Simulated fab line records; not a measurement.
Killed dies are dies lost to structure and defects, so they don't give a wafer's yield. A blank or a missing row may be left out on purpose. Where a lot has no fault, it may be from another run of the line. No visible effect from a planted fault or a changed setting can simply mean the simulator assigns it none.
Code-filled problem report in 8D (eight disciplines) form    flow nand harc    the parts of the form that need people (team, actions taken, sign-off) are left out

## 1. PROBLEM STATEMENT
cd nm at NHARC_P_ZERO_WELL_CD_MEAS_11 reads a mean of 518.6 nm on 6 wafers of 2 lots; wafers without a fault read 501.8 nm with a standard deviation of 1.9. Relative to the usual mean, that is a shift of +8.9 standard deviations.
The step: target cd 500 nm.
First observed at day 8 03:07: wafer L764.3, on cd sem-01. The record has a number at this step for 36 wafers belonging to 12 lots. The rule behind "out" and "out of limits": a value lying over 4 standard deviations away from the usual mean. Any other wafer with a number is counted as sound.

## 2. WHAT THIS IS AND IS NOT
question                     is                      is not
which readings at this step  cd nm                   -
which lots                   L764, L766              L750, L753, L754, L756, L757, L762, L763, L769, L770, L772
which wafers of those lots   all that have a number  -
read on which gauges         cd sem-01, cd sem-03    cd sem-02
when                         from day 8 03:07        up to then (21 sound wafers); but 9 sound wafers of L769, L770, L772 came after

## 3. SUSPECTS, AND WHAT RULES EACH OUT
Counting: a tool stays on the suspect list if, at a process step up to the reading, it processed all lots that are out and no sound lot following the first of them.
- the gauge at NHARC_P_ZERO_WELL_CD_MEAS_11: ruled out. Those wafers that are out were read across 2 gauges (cd sem-01, cd sem-03).
- litho track-02 at NHARC_P_ZERO_WELL_SOFTBAKE_06 (time 70 s): kept. It ran every lot that is out, first L764 (day 8 02:00), and no sound lot after that; its last sound lot up to then is L763 (day 7 16:00). Its own heater power total W, plate temp C readings are out on those wafers.
The count leaves litho track-02 at NHARC_P_ZERO_WELL_SOFTBAKE_06.

## 4. THE CAUSE (what the simulator had put in)
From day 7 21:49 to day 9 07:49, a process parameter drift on litho track-02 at NHARC_P_ZERO_WELL_SOFTBAKE_06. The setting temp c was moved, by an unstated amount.
After counting, this tool was the only one left.

## 5. THE EFFECT CHAIN, in route order
Each row: a reading whose mean over the struck wafers that have a number lies more than 3 standard deviations from the usual. Only readings whose record carries a usual standard deviation are examined. hours: median over the lots of the time between each lot's start at the first step of this table that gives one and its start at this step. sigmas: the change, counted in usual standard deviations.
hours  step                           reading               usual     on struck wafers  change  sigmas
0      NHARC_P_ZERO_WELL_SOFTBAKE_06  heater power total W  200.9 W   216.2             +15.3   +12
0      NHARC_P_ZERO_WELL_SOFTBAKE_06  plate temp C          124.97 C  132.05            +7.08   +51
1      NHARC_P_ZERO_WELL_CD_MEAS_11   cd nm                 501.8 nm  518.6             +16.8   +8.9
The process steps in it:
- NHARC_P_ZERO_WELL_SOFTBAKE_06: time 70 s.

## 6. WHAT WOULD HAVE CAUGHT IT SOONER
In this record the first reading out of limits at a measuring or inspecting step was taken at day 8 03:07, 5 hours after the fault began at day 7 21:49.
At NHARC_P_ZERO_WELL_SOFTBAKE_06, the tool's own readings (heater power total W, plate temp C) were out on each struck wafer the step has a row for, so an alarm limit on them would have fired on the first such wafer.
L766, from the lots that are out (2), started NHARC_P_ZERO_WELL_SOFTBAKE_06 on litho track-02 later than day 8 03:07. A tool hold placed at that time would have kept it from harm.
